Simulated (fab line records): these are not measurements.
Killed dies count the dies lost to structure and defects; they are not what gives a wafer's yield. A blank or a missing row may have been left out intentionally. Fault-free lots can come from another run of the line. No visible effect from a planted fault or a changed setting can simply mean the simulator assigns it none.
Chamber matching + flow nandHarc + pecvd-03 running NHARC_A_CHANNEL_HOLE_D2_DEP_01: 3 sister chambers
The step deposits SiON, target thk 140 nm. 3 wafers are shown with their chamber, then 7 later ones without.

== WAFERS, EACH WITH ITS CHAMBER ==
| wafer  | chamber | heaterPowerW (W) |
|--------|---------|------------------|
| L484.5 | 1       | 800              |
| L485.2 | 2       | 810              |
| L485.3 | 0       | 417              |

== WAFERS MISSING THEIR CHAMBER ==
| wafer  | heaterPowerW (W) |
|--------|------------------|
| L485.4 | 667              |
| L489.2 | 472              |
| L489.4 | 820              |
| L489.6 | 749              |
| L491.1 | 772              |
| L491.2 | 502              |
| L491.3 | 716              |

== WHICH CHAMBER EACH WENT THROUGH ==
| wafer  | from the rows above          | in truth |
|--------|------------------------------|----------|
| L485.4 | can't be placed: 1 or 2 or 0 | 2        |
| L489.2 | 0                            | 0        |
| L489.4 | can't be placed: 2 or 1      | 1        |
| L489.6 | can't be placed: 1 or 2      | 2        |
| L491.1 | can't be placed: 1 or 2      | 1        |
| L491.2 | 0                            | 0        |
| L491.3 | can't be placed: 1 or 2      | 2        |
Correct placement for 2 of the 7. Not placeable from these rows: 5 (in 5, the candidates include the true chamber). Wrongly placed: 0.
How it was worked out, from the rows above alone: a wafer's distance from a chamber is the root of the sum, over the readings, of the square of ((its reading less the chamber's mean) divided by the reading's scatter). If the next closest chamber is less than 2 further off than the closest, the wafer can't be placed; otherwise it belongs to the closest. Each chamber's mean is taken over the wafers shown for it. The scatter (one wafer shown for each chamber): square how far every hidden wafer sits from the nearest shown wafer, average those squares and take the square root.
